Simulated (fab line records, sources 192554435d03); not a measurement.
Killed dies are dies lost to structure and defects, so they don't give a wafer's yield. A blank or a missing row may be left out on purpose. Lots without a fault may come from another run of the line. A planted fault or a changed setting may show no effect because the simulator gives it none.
Split-lot experiment | flow n5_finfet | 7 lots, 21 wafers read, on a route of 1938 steps

THE SPLIT
At N5_BEOL_M11_COAT_60 (time 60 s, resist thk 30 nm), the setting spin_rpm was moved away from the recipe's 1500 rpm on 4 of the 21 wafers read, by -8.2% to +10.7%. The other wafers ran this setting at the recipe's value.

FROM THE SPLIT TO THE READING: what the file shows between them, 3 steps
- N5_BEOL_M11_COAT_05: resist thk 90 nm
- N5_BEOL_M11_EBR_07
- N5_BEOL_M11_DESCUM_16: chemistry O2, time 7.9 s

THE READING
CAR-ArF_of_BEOL_M11_COAT_05.thk_nm (the simulator's own value, which no gauge read), in nm, at N5_BEOL_M11_ETCH_61 (etches SiARC in CF4, target depth 39 nm, time 65 s). The file gives no usual value for it. The 17 wafers here that ran the recipe average 55.6 nm, standard deviation 0.37 nm.

wafer  | tool, chamber at the split | spin_rpm as run, rpm | against the recipe | CAR-ArF_of_BEOL_M11_COAT_05.thk_nm, nm | against lot-mates on the recipe
L075.1 | litho_track-04, 0          | 1500                 | recipe             | 55.6                                   | -
L075.5 | litho_track-04, 0          | 1500                 | recipe             | 55.8                                   | -
L075.6 | litho_track-04, 0          | 1500                 | recipe             | 55.8                                   | -
L077.3 | litho_track-04, 0          | 1500                 | recipe             | 55.2                                   | -
L077.5 | litho_track-04, 0          | 1500                 | recipe             | 55.4                                   | -
L077.6 | litho_track-04, 0          | 1660                 | +10.7%             | 57                                     | +1.7
L080.1 | litho_track-03, 0          | 1500                 | recipe             | 56                                     | -
L080.5 | litho_track-03, 0          | 1500                 | recipe             | 56                                     | -
L080.6 | litho_track-03, 0          | 1500                 | recipe             | 55.8                                   | -
L084.2 | litho_track-02, 0          | 1500                 | recipe             | 54.8                                   | -
L084.3 | litho_track-02, 0          | 1500                 | recipe             | 54.8                                   | -
L084.5 | litho_track-02, 0          | 1377                 | -8.2%              | 53.8                                   | -1.0
L085.1 | litho_track-04, 0          | 1412                 | -5.9%              | 55                                     | -1.2
L085.2 | litho_track-04, 0          | 1412                 | -5.9%              | 54.6                                   | -1.6
L085.6 | litho_track-04, 0          | 1500                 | recipe             | 56.2                                   | -
L089.3 | litho_track-04, 0          | 1500                 | recipe             | 55.6                                   | -
L089.5 | litho_track-04, 0          | 1500                 | recipe             | 55.4                                   | -
L089.6 | litho_track-04, 0          | 1500                 | recipe             | 55.4                                   | -
L097.1 | litho_track-03, 0          | 1500                 | recipe             | 55.4                                   | -
L097.2 | litho_track-03, 0          | 1500                 | recipe             | 55.6                                   | -
L097.6 | litho_track-03, 0          | 1500                 | recipe             | 55.6                                   | -

THE FIT
A straight line over all 21 wafers: CAR-ArF_of_BEOL_M11_COAT_05.thk_nm changes by +0.154 nm for each +1% of spin_rpm; r = +0.82; the points scatter about the line by 0.38 nm.
The same after taking each lot's own level away (the mean of its wafers on the recipe; 21 wafers): +0.17 nm for each +1%; r = +0.96; scatter 0.19 nm.
On that fit, the largest move of spin_rpm shifts the reading by 1.8 nm.
The lots' own levels span 54.80 to 56.20 nm, that is 3.8 times the standard deviation above.
So the lot-to-lot level changes the slope little: the two slopes agree.
Check: with one of the wafers moved furthest among these (+10.7%) left out of the fit, the line predicts +1.9 nm for it against its lot-mates. It came out at +1.7 nm against them.

OTHER SPLITS ON THESE WAFERS
These wafers also went through other splits before the reading. Each is held against what the fit with the lots' levels taken away leaves over:
other split on the same wafers | wafers away from the commonest value | r with CAR-ArF_of_BEOL_M11_COAT_05.thk_nm (lot level and that fit taken away)
N5_BEOL_M10_EXPOSE_25 dose_mj  | 5                                    | -0.19
N5_BEOL_M11_COAT_59 spin_rpm   | 8                                    | +0.03

THE WHOLE CHAIN: every reading that the file lists as answering this split, in the file's order
step                | what it does                                       | reading                                                                             | change (the file's fit)               | r (the file's)
N5_BEOL_M11_COAT_60 | time 60 s, resist thk 30 nm                        | SiARC_of_BEOL_M11_COAT_60.thk_nm (the simulator's own value, which no gauge read)   | -0.141 nm for each +1% of the setting | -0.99
N5_BEOL_M11_ETCH_61 | etches SiARC in CF4, target depth 39 nm, time 65 s | etch.depth_nm (the simulator's own value, which no gauge read)                      | -0.143 nm for each +1% of the setting | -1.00
N5_BEOL_M11_ETCH_61 | etches SiARC in CF4, target depth 39 nm, time 65 s | CAR-ArF_of_BEOL_M11_COAT_05.thk_nm (the simulator's own value, which no gauge read) | +0.16 nm for each +1% of the setting  | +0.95

THE FILE'S OWN FIT
CAR-ArF_of_BEOL_M11_COAT_05.thk_nm changes by +0.16 nm for each +1% of spin_rpm, r = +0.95.
